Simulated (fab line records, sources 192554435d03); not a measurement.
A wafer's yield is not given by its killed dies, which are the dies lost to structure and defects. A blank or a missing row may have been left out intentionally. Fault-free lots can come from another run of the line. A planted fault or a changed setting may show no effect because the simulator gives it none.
fab line records -- flow n5_finfet -- part 2 of 2: steps 5 to 6 of 6
record lots=24, wafers=72, last_day=18
route steps=1938 shown BEOL_M9@1437 BEOL_M10@1473
lots with no fault: from the same line, run without faults
start_h: the number of hours between the record's first day and the start of the first shown wafer of the lot -- wait_h: hours from the lot's prior step to this one -- " same as the row above -- L1.1+2: a row that stands for several wafers -- - no value, or no start was given -- * or withheld: withheld -- < > ~ a bound
route shown NAME@n: a module of which the file shows steps, and the number in the route of the first -- usual: average and standard deviation across the fault-free wafers -- same: alike in all rows -- chamber/n: place in a boat -- sites: per-site readings -- _std_site: standard deviation of those values -- _edge_site: mean of outer sites minus mean of inner sites -- radius_mm: how far each site lies from the wafer's centre -- mask NAME#n: copy n -- behind: the last tool/chamber to shape the wafer -- hold: the reason the lot was held/the length of the hold in hours/how it ended -- device: the n, p or np transistor that did not switch -- end of line: at the end of the route, the tests of the same wafers -- a step given without rows: its recipe and nothing more -- killed: count of dies lost to structure and defects at first sort (not the wafer's yield) -- map: a wafer's dies, marking killed ones x, the rest . and places with no die _
set.NAME: the run value of the setting; set.NAME@STEP: its run value at that earlier step -- model.NAME: the simulator's own value behind a step, which no gauge read
steps of the route over a sample of lots; a table a step, a row a wafer
services: from which hour (start_h, from the record's first day; less than 0 if before it) a tool's chamber was out of use, for how many hours, and why
## steps
# step N5_BEOL_M10_STRIP_67
# recipe chemistry=CF4, resist=SiARC, power_w=300, bias_power_w=75, pressure_mtorr=50, cf4_flow_sccm=150, rf_frequency_hz=6e+07
# usual drypump_motor_current_A=5.7/0.44, oes_product_au=0.83/0.073, power_w=300.0/0.97, rf_vpp_V=271.5/1.2, showerhead_plenum_p_Torr=1.81/0.04, throttle_valve_pct=13.53/0.28
lot.wafer,tool,chamber,start_h,wait_h,drypump_motor_current_A,oes_product_au,power_w,rf_hours_counter_h,rf_vpp_V,showerhead_plenum_p_Torr,throttle_valve_pct
L074.2,rie_diel-01,3,211.90,0.0,5.4,0.70,298.9,237,270.9,1.77,13.80
L074.3,rie_diel-01,1,211.90,0.0,6.4,0.84,300.5,82,271.0,1.80,13.22
L074.6,rie_diel-01,1,211.90,0.0,6.4,0.84,301.6,-,270.6,1.80,13.21
L076.1,rie_diel-06,1,212.13,0.0,6.1,0.87,300.6,49,273.3,1.88,13.25
L076.4,rie_diel-06,2,212.13,0.0,5.6,1.00,299.1,2,272.4,1.84,13.33
L076.6,rie_diel-06,1,212.13,0.0,6.1,0.86,299.8,-,273.1,1.88,13.24
L075.2,rie_diel-03,2,220.78,0.0,5.3,0.87,300.9,42,272.1,1.81,13.49
L075.5,rie_diel-03,2,220.78,0.0,5.3,0.87,301.3,-,271.3,1.81,13.47
L075.6,rie_diel-03,3,220.78,0.0,5.7,0.92,301.2,-,271.5,1.77,13.19
L077.2,rie_diel-03,2,224.26,0.0,5.3,0.87,300.4,44,271.6,1.81,13.46
L077.5,rie_diel-03,0,224.26,0.0,5.9,0.89,300.1,-,271.6,1.83,13.60
L077.6,rie_diel-03,1,224.26,0.0,6.0,0.84,300.4,-,270.2,1.74,13.45
L078.1,rie_diel-01,3,224.61,0.0,5.5,0.69,299.7,243,270.6,1.77,13.82
L078.3,rie_diel-01,1,224.61,0.0,6.4,0.84,299.9,88,272.4,1.80,13.23
L078.5,rie_diel-01,1,224.61,0.0,6.4,0.84,300.4,-,271.2,1.80,13.24
L079.1,rie_diel-01,0,243.27,0.0,6.7,0.90,299.5,21,271.7,1.83,13.34
L079.2,rie_diel-01,1,243.27,0.0,6.4,0.83,298.6,93,271.3,1.80,13.23
L079.4,rie_diel-01,3,243.27,0.0,5.5,0.69,301.0,249,271.8,1.76,13.82
L080.1,rie_diel-06,3,252.77,0.0,5.7,0.73,298.9,205,271.0,1.79,14.08
L080.3,rie_diel-06,1,252.77,0.0,6.1,0.85,298.7,63,273.7,1.88,13.29
L080.4,rie_diel-06,2,252.77,0.0,5.6,0.94,301.1,16,272.3,1.83,13.36
L081.1,rie_diel-06,3,261.85,0.0,5.7,0.73,300.2,209,271.1,1.79,14.06
L081.3,rie_diel-06,0,261.85,0.0,5.1,0.76,299.0,167,271.9,1.85,13.66
L081.5,rie_diel-06,2,261.85,0.0,5.6,0.93,299.0,-,271.7,1.83,13.37
L082.2,rie_diel-06,3,262.14,0.0,5.7,0.72,299.4,209,271.4,1.79,14.10
L082.4,rie_diel-06,0,262.14,0.0,5.1,0.76,299.7,167,272.6,1.85,13.64
L082.6,rie_diel-06,3,262.14,0.0,5.7,0.73,300.7,-,270.0,1.79,14.08
L084.3,rie_diel-01,3,279.99,0.0,5.4,0.95,300.0,6,270.7,1.76,13.28
L084.4,rie_diel-01,0,279.99,0.0,6.7,0.87,299.9,36,271.8,1.83,13.40
L084.5,rie_diel-01,2,279.99,0.0,5.3,0.90,299.6,-,270.1,1.76,13.37
L083.1,rie_diel-06,2,280.30,0.0,5.6,0.92,299.1,25,271.8,1.83,13.38
L083.5,rie_diel-06,1,280.30,0.0,6.1,0.83,298.9,-,273.7,1.88,13.30
L083.6,rie_diel-06,0,280.30,0.0,5.2,0.76,300.8,-,273.9,1.85,13.64
L086.1,rie_diel-06,2,290.02,0.0,5.5,0.92,299.2,29,271.6,1.83,13.37
L086.2,rie_diel-06,1,290.02,0.0,6.1,0.82,300.7,75,274.0,1.87,13.33
L086.5,rie_diel-06,3,290.02,0.0,5.7,0.72,299.9,-,271.8,1.78,14.11
L085.1,rie_diel-06,0,291.22,0.0,5.1,0.76,299.7,177,272.6,1.85,13.67
L085.4,rie_diel-06,2,291.22,0.0,5.5,0.91,300.8,30,272.1,1.83,13.39
L085.5,rie_diel-06,1,291.22,0.0,6.0,0.83,300.6,-,272.8,1.87,13.33
L087.3,rie_diel-06,2,296.61,0.0,5.6,0.90,300.2,34,271.7,1.83,13.38
L087.4,rie_diel-06,1,296.61,0.0,6.0,0.83,300.4,78,273.4,1.87,13.33
L087.6,rie_diel-06,0,296.61,0.0,5.2,0.76,300.4,-,272.3,1.85,13.68
L088.2,rie_diel-03,1,297.89,0.0,6.0,0.81,300.6,84,269.7,1.73,13.50
L088.3,rie_diel-03,3,297.89,0.0,5.7,0.87,300.5,48,269.6,1.76,13.27
L088.5,rie_diel-03,3,297.89,0.0,5.7,0.86,299.3,-,270.2,1.76,13.26
L089.1,rie_diel-03,3,304.01,0.0,5.7,0.87,299.4,51,268.3,1.76,13.26
L089.2,rie_diel-03,0,304.01,0.0,5.9,0.85,301.3,59,271.7,1.83,13.67
L089.4,rie_diel-03,1,304.01,0.0,6.0,0.81,298.1,87,270.2,1.73,13.51
L091.1,rie_diel-01,3,319.79,0.0,5.5,0.92,301.2,14,270.5,1.76,13.28
L091.3,rie_diel-01,2,319.79,0.0,5.3,0.89,300.0,28,270.6,1.76,13.38
L091.4,rie_diel-01,0,319.79,0.0,6.7,0.86,298.9,44,272.1,1.82,13.42
L090.3,rie_diel-01,3,320.93,0.0,5.5,0.92,300.8,14,271.6,1.76,13.29
L090.4,rie_diel-01,2,320.93,0.0,5.3,0.89,298.2,29,270.2,1.76,13.40
L090.6,rie_diel-01,3,320.93,0.0,5.5,0.93,300.3,-,270.6,1.76,13.29
L092.2,rie_diel-06,0,327.60,0.0,5.2,0.75,298.7,189,273.1,1.84,13.71
L092.4,rie_diel-06,2,327.60,0.0,5.5,0.89,299.3,44,270.6,1.82,13.42
L092.6,rie_diel-06,2,327.60,0.0,5.5,0.88,300.1,-,271.4,1.82,13.41
L093.2,rie_diel-06,1,341.63,0.0,6.0,0.81,298.7,93,272.0,1.87,13.34
L093.5,rie_diel-06,3,341.63,0.0,5.7,0.71,299.2,-,270.9,1.78,14.15
L093.6,rie_diel-06,2,341.63,0.0,5.6,0.88,300.9,-,272.7,1.82,13.44
L096.2,rie_diel-06,0,345.61,0.0,5.1,0.74,301.0,194,272.2,1.84,13.71
L096.3,rie_diel-06,1,345.61,0.0,6.0,0.81,300.6,94,271.9,1.87,13.37
L096.4,rie_diel-06,2,345.61,0.0,5.5,0.88,300.2,50,273.0,1.82,13.42
L095.1,rie_diel-01,1,353.59,0.0,6.4,0.79,299.4,127,271.3,1.79,13.32
L095.3,rie_diel-01,0,353.59,0.0,6.7,0.84,298.9,56,272.7,1.82,13.45
L095.4,rie_diel-01,2,353.59,0.0,5.3,0.87,299.0,40,269.9,1.76,13.41
L094.1,rie_diel-03,2,353.75,0.0,5.3,0.81,299.3,90,271.4,1.79,13.59
L094.4,rie_diel-03,0,353.75,0.0,5.9,0.83,299.1,75,271.6,1.82,13.71
L094.6,rie_diel-03,0,353.75,0.0,5.9,0.83,300.9,-,271.2,1.82,13.71
L097.1,rie_diel-06,0,372.52,0.0,5.1,0.74,300.7,204,271.8,1.84,13.75
L097.2,rie_diel-06,3,372.52,0.0,5.7,0.70,301.0,246,271.5,1.78,14.19
L097.6,rie_diel-06,3,372.52,0.0,5.6,0.70,300.7,-,270.3,1.78,14.17
# step N5_BEOL_M10_CD_MEAS_28
# recipe target_cd_nm=70, landing_energy_ev=500, detector=se_inlens, polarity=opening
# usual cd_nm=70.2/1
lot.wafer,tool,chamber,start_h,wait_h,cd_nm
L076.1,cd_sem-01,0,213.61,-,70.0
L076.4,cd_sem-01,0,213.61,-,68.1
L076.6,cd_sem-01,0,213.61,-,67.7
L074.2,cd_sem-01,0,213.78,-,71.1
L074.3,cd_sem-01,0,213.78,-,71.7
L074.6,cd_sem-01,0,213.78,-,70.8
L075.2,cd_sem-01,0,222.19,-,69.2
L075.5,cd_sem-01,0,222.19,-,70.1
L075.6,cd_sem-01,0,222.19,-,70.3
L077.2,cd_sem-03,0,224.99,-,70.5
L077.5,cd_sem-03,0,224.99,-,70.3
L077.6,cd_sem-03,0,224.99,-,69.9
L078.1,cd_sem-02,0,225.25,-,68.9
L078.3,cd_sem-02,0,225.25,-,69.8
L078.5,cd_sem-02,0,225.25,-,70.2
L079.1,cd_sem-03,0,245.17,-,69.5
L079.2,cd_sem-03,0,245.17,-,70.2
L079.4,cd_sem-03,0,245.17,-,69.6
L080.1,cd_sem-01,0,255.71,-,70.0
L080.3,cd_sem-01,0,255.71,-,69.9
L080.4,cd_sem-01,0,255.71,-,70.3
L081.1,cd_sem-03,0,264.07,-,71.4
L081.3,cd_sem-03,0,264.07,-,70.2
L081.5,cd_sem-03,0,264.07,-,69.7
L082.2,cd_sem-03,0,264.11,-,69.7
L082.4,cd_sem-03,0,264.11,-,70.4
L082.6,cd_sem-03,0,264.11,-,69.3
L084.3,cd_sem-02,0,280.73,-,69.7
L084.4,cd_sem-02,0,280.73,-,71.2
L084.5,cd_sem-02,0,280.73,-,69.6
L083.1,cd_sem-03,0,281.10,-,71.9
L083.5,cd_sem-03,0,281.10,-,72.1
L083.6,cd_sem-03,0,281.10,-,72.0
L086.1,cd_sem-01,0,291.34,-,69.3
L086.2,cd_sem-01,0,291.34,-,68.1
L086.5,cd_sem-01,0,291.34,-,69.4
L085.1,cd_sem-01,0,291.85,-,71.6
L085.4,cd_sem-01,0,291.85,-,70.7
L085.5,cd_sem-01,0,291.85,-,70.6
L087.3,cd_sem-02,0,297.46,-,70.4
L087.4,cd_sem-02,0,297.46,-,70.8
L087.6,cd_sem-02,0,297.46,-,70.0
L088.2,cd_sem-03,0,298.74,-,70.1
L088.3,cd_sem-03,0,298.74,-,68.4
L088.5,cd_sem-03,0,298.74,-,70.5
L089.1,cd_sem-03,0,306.03,-,70.0
L089.2,cd_sem-03,0,306.03,-,69.3
L089.4,cd_sem-03,0,306.03,-,69.5
L091.1,cd_sem-02,0,324.26,-,69.9
L091.3,cd_sem-02,0,324.26,-,68.9
L091.4,cd_sem-02,0,324.26,-,70.6
L090.3,cd_sem-03,0,324.43,-,70.9
L090.4,cd_sem-03,0,324.43,-,68.0
L090.6,cd_sem-03,0,324.43,-,69.6
L092.2,cd_sem-02,0,328.10,-,70.6
L092.4,cd_sem-02,0,328.10,-,71.6
L092.6,cd_sem-02,0,328.10,-,71.7
L093.2,cd_sem-03,0,343.36,-,71.1
L093.5,cd_sem-03,0,343.36,-,69.3
L093.6,cd_sem-03,0,343.36,-,70.9
L096.2,cd_sem-02,0,347.79,-,71.7
L096.3,cd_sem-02,0,347.79,-,71.1
L096.4,cd_sem-02,0,347.79,-,71.8
L095.1,cd_sem-03,0,354.37,-,69.4
L095.3,cd_sem-03,0,354.37,-,70.0
L095.4,cd_sem-03,0,354.37,-,69.6
L094.1,cd_sem-03,0,354.41,-,71.0
L094.4,cd_sem-03,0,354.41,-,71.5
L094.6,cd_sem-03,0,354.41,-,70.8
L097.1,cd_sem-01,0,373.19,-,69.9
L097.2,cd_sem-01,0,373.19,-,69.4
L097.6,cd_sem-01,0,373.19,-,69.9
## services
tool,chamber,start_h,hours,kind
pecvd-03,0,188.27,5.0,repair
pecvd-02,-,206.05,3.1,repair
pecvd-02,-,217.20,2.8,pm
cmp-03,-,219.00,2.2,repair
rie_diel-03,-,221.21,0.3,repair
cmp-01,-,221.34,4.7,pm
pecvd-03,-,230.62,5.5,pm
pecvd-02,1,235.00,3.7,repair
cmp-02,-,240.06,4.0,pm
pecvd-04,1,265.09,6.4,repair
rie_diel-03,1,267.61,8.5,repair
rie_diel-01,-,282.13,15.6,pm
rie_diel-03,0,288.61,3.7,repair
pecvd-01,1,298.30,2.1,scheduled_down
cmp-03,-,299.53,7.0,pm
pecvd-04,0,302.31,12.1,repair
cmp-01,-,303.82,4.0,pm
rie_diel-06,-,319.09,2.8,pm
cmp-01,-,320.38,5.9,pm
rie_diel-02,0,324.30,6.3,repair
pecvd-01,2,347.36,12.4,repair
rie_diel-06,3,347.85,6.3,repair
cmp-02,-,350.29,3.3,repair
pecvd-01,1,367.15,5.0,scheduled_down
